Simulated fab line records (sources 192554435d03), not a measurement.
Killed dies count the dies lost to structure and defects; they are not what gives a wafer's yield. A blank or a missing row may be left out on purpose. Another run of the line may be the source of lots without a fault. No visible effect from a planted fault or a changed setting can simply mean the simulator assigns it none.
Problem report, 8D (eight disciplines) form, completed by code / flow n5-finfet / the parts of the form that need people (team, actions taken, sign-off) are left out

## 1. WHAT WENT WRONG
Wafers without a fault read 1500.1 rpm, standard deviation 0.95; spin-speed-rpm at N5_BEOL_M2_COAT_61 reads a mean of 1405.1 rpm on 6 wafers belonging to 2 lots. So: -99 or more standard deviations from the usual mean.
The step: time 60 s, resist thk 60 nm.
First observed at day 9 07:53: wafer L644.3, on litho-track-04. Wafers with a number at this step in the record: 12, from 4 lots. The rule behind "out" and "out of limits": a value lying over 4 standard deviations away from the usual mean. All remaining wafers that have a number are taken as sound.

## 2. WHAT THIS IS AND IS NOT
question=which readings at this step | is=spin-speed-rpm | is not=-
question=which lots | is=L644, L645 | is not=L638, L650
question=which wafers of those lots | is=all that have a number | is not=-
question=read on which tools | is=litho-track-04 | is not=litho-track-02
question=when | is=from day 9 07:53 | is not=up to then (3 sound wafers); but 3 sound wafers of L650 came after

## 3. THE SUSPECTS, EACH WITH WHAT RULES IT OUT
Counting: a tool at any process step up to the reading remains a suspect when it ran all the lots that are out and ran no sound lot after the first of those.
- litho-track-04 at N5_BEOL_M2_COAT_61 (time 60 s, resist thk 60 nm): kept. All lots that are out passed through it, beginning with L644 at day 9 07:53, and no sound lot followed; its final sound lot before that point was L638 at day 7 23:33. Out on those wafers are its own readings of spin-speed-rpm.
Left after counting: litho-track-04 at N5_BEOL_M2_COAT_61.

## 4. THE CAUSE (what the simulator had put in)
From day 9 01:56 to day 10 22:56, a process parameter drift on litho-track-04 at N5_BEOL_M2_COAT_61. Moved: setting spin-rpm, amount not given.
After counting, this tool was the only one left.

## 5. THE EFFECT CHAIN, in route order
Each row: a reading whose mean over the struck wafers that have a number lies more than 3 standard deviations from the usual. Scope: only readings with a usual standard deviation given in the record; hours: median across lots of the time from each lot's start at the first step in this table that gives one to its start at this step; sigmas: change in usual standard deviations.
hours=0; step=N5_BEOL_M2_COAT_61; reading=spin-speed-rpm; usual=1500.1 rpm; on struck wafers=1405.1; change=-95.0; sigmas=-99 or more
Its process steps:
- N5_BEOL_M2_COAT_61: time 60 s, resist thk 60 nm.
Later measuring or inspecting steps at which every struck wafer that the step has a row for has a number for every such reading, and none has moved that far: N5_BEOL_M4_RC_MEAS_101.

## 6. WHAT WOULD HAVE CAUGHT IT SOONER
In this record no reading fell out of limits until day 9 07:53, 6 hours after the fault had begun at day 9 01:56.
